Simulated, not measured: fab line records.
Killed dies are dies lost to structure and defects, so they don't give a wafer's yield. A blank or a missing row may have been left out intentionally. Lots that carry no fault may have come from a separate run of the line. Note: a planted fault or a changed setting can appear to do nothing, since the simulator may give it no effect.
Matching of chambers | flow n5Finfet | N5_BEOL_M14_ILD_DEP_00 on pecvd-02 has 3 sister chambers
The step deposits SiO2 from TEOS/O2, target thk 1119.3 nm, time 237.4 s. 14 wafers are shown with their chamber, then 7 later ones without.

== WAFERS, EACH WITH ITS CHAMBER ==
wafer  | chamber | throttleValvePct (%) | showerheadPlenumPTorr (Torr) | heaterPowerW (W)
L075.2 | 2       | 18.3                 | 8.42                         | 501
L075.5 | 0       | 17.9                 | 8.42                         | 597
L075.6 | 1       | 19.6                 | 8.35                         | 450
L076.1 | 0       | 17.6                 | 8.40                         | 561
L076.2 | 1       | 19.7                 | 8.35                         | 588
L076.3 | 2       | 18.1                 | 8.41                         | 411
L076.4 | 0       | 17.4                 | 8.41                         | 595
L076.5 | 2       | 18.0                 | 8.40                         | 469
L076.6 | 1       | 19.7                 | 8.33                         | 443
L082.2 | 2       | 18.2                 | 8.41                         | 505
L082.4 | 0       | 18.0                 | 8.39                         | 451
L082.5 | 2       | 18.3                 | 8.41                         | 393
L085.2 | 1       | 19.5                 | 8.34                         | 563
L085.3 | 0       | 17.8                 | 8.40                         | 549

SIGNATURES, as means of the wafers listed above
reading               | chamber 0 | chamber 1 | chamber 2 | scatter within a chamber
throttleValvePct      | 17.740    | 19.625    | 18.180    | 0.173
showerheadPlenumPTorr | 8.4040    | 8.3425    | 8.4100    | 0.00951
heaterPowerW          | 550.60    | 511.00    | 455.80    | 61.6
Rule: a wafer's distance from a chamber is the root of the sum, over the readings, of the square of ((its reading less the chamber's mean) divided by the reading's scatter). The wafer belongs to the nearest chamber; if the next one is less than 2 further off, it can't be placed. The scatter: the root of (the sum of the squares of (reading less its chamber's mean) over the shown wafers, divided by (wafers less chambers)).

== WAFERS WHOSE CHAMBER IS MISSING ==
wafer  | throttleValvePct (%) | showerheadPlenumPTorr (Torr) | heaterPowerW (W)
L085.6 | 19.6                 | 8.33                         | 444
L089.2 | 19.5                 | 8.32                         | 515
L089.5 | 17.7                 | 8.40                         | 458
L089.6 | 20.0                 | 8.34                         | 569
L090.2 | 17.9                 | 8.42                         | 575
L090.3 | 18.4                 | 8.40                         | 450
L090.5 | 19.5                 | 8.36                         | 444

== THE CHAMBER EACH PASSED THROUGH ==
wafer  | from the rows above     | in truth
L085.6 | 1                       | 1
L089.2 | 1                       | 1
L089.5 | can't be placed: 0 or 2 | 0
L089.6 | 1                       | 1
L090.2 | can't be placed: 0 or 2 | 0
L090.3 | 2                       | 2
L090.5 | 1                       | 1
Correctly placed: 5 of 7. Can't be placed from these rows: 2 (the true chamber is among the candidates in 2). Wrongly placed: 0.
